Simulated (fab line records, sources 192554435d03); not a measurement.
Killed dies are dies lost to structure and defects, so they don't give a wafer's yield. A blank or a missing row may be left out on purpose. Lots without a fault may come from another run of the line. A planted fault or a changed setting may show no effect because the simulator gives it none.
Problem report in the 8D (eight disciplines) form, filled by code | flow n5_finfet | the parts of the form that need people (team, actions taken, sign-off) are left out

1. THE PROBLEM
M4_ILD_THK at N5_BEOL_M4_THK_MEAS_01 reads a mean of 86.4 nm on 3 wafers of 2 lots; wafers without a fault read 79.1 nm with a standard deviation of 1. That is +7.3 standard deviations from the usual mean.
First seen on wafer L328.2, day 10 14:07, on film_metro-02. The record holds 30 wafers of 10 lots with a number at this step. Rule for "out", or "out of limits": more than 4 standard deviations from the usual mean. The other wafers with a number count as sound.

2. WHAT IT IS AND WHAT IT IS NOT
question                    | is                     | is not
which readings at this step | M4_ILD_THK             | -
which lots                  | L328, L331             | L322, L323, L325, L336, L339, L341, L344, L345
which wafers of those lots  | L328.2, L328.5, L331.2 | L328.4, L331.3, L331.6
read on which gauges        | film_metro-02          | film_metro-01
when                        | from day 10 14:07      | up to then (10 sound wafers); but 17 sound wafers of L331, L336, L339, L341, L344, L345 came after

3. SUSPECTS, AND WHAT RULES EACH OUT
Counting: a tool at a process step up to the reading stays a suspect if it ran every lot that is out. Sound lots after the first of them don't rule it out here, since some wafers of a struck lot are sound.
- the gauge at N5_BEOL_M4_THK_MEAS_01: kept. All the wafers that are out were read on film_metro-02, and no step on other tools shows them out.
- pecvd-04 at N5_BEOL_M3_DEP_57 (deposits SiCN from 3MS/NH3, target thk 8 nm, time 14 s): kept. It ran every lot that is out, first L328 (day 10 13:55).
- pecvd-01 at N5_BEOL_M4_ILD_DEP_00 (deposits SiOC from DEMS/O2, target thk 79 nm, time 15.3 s): kept. It ran every lot that is out, first L328 (day 10 14:03); its last sound lot up to then is L323 (day 8 18:46).
- Within pecvd-01 at N5_BEOL_M4_ILD_DEP_00: the wafers that are out ran in chamber 0; their sound lot-mates ran in chambers 1, 2.
Left after counting: pecvd-04 at N5_BEOL_M3_DEP_57, pecvd-01 at N5_BEOL_M4_ILD_DEP_00, film_metro-02 at N5_BEOL_M4_THK_MEAS_01.

4. THE CAUSE (what the simulator had put in)
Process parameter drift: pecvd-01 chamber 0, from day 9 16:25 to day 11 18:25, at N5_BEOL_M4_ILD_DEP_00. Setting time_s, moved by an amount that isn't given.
Counting left 3 suspects, and this tool is among them.

5. THE CHAIN OF EFFECTS, in route order
Each row: a reading whose mean over the struck wafers that have a number lies more than 3 standard deviations from the usual. Only readings for which the record gives a usual standard deviation are gone through. hours: the time from each lot's start at the first step in this table that gives one to its start at this step, as a median over the lots. sigmas: the change in usual standard deviations.
hours | step                   | reading    | usual   | on struck wafers | change | sigmas
0     | N5_BEOL_M4_THK_MEAS_01 | M4_ILD_THK | 79.1 nm | 86.4             | +7.3   | +7.3
Later measuring or inspecting steps at which every struck wafer that the step has a row for has a number for every such reading, and none has moved that far: N5_BEOL_M4_RC_MEAS_101.

6. WHAT WOULD HAVE CAUGHT IT SOONER
In this record the first reading out of limits at a measuring or inspecting step was taken at day 10 14:07, 22 hours after the fault began at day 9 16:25.
Of the tool readings at N5_BEOL_M4_ILD_DEP_00 for which the record gives a usual standard deviation, none was out on any struck wafer, so an alarm limit of 4 standard deviations on them would not have fired.
Of the lots that are out (2), L331 began N5_BEOL_M4_ILD_DEP_00 on pecvd-01 after day 10 14:07. A hold on the tool at that time would have spared it.
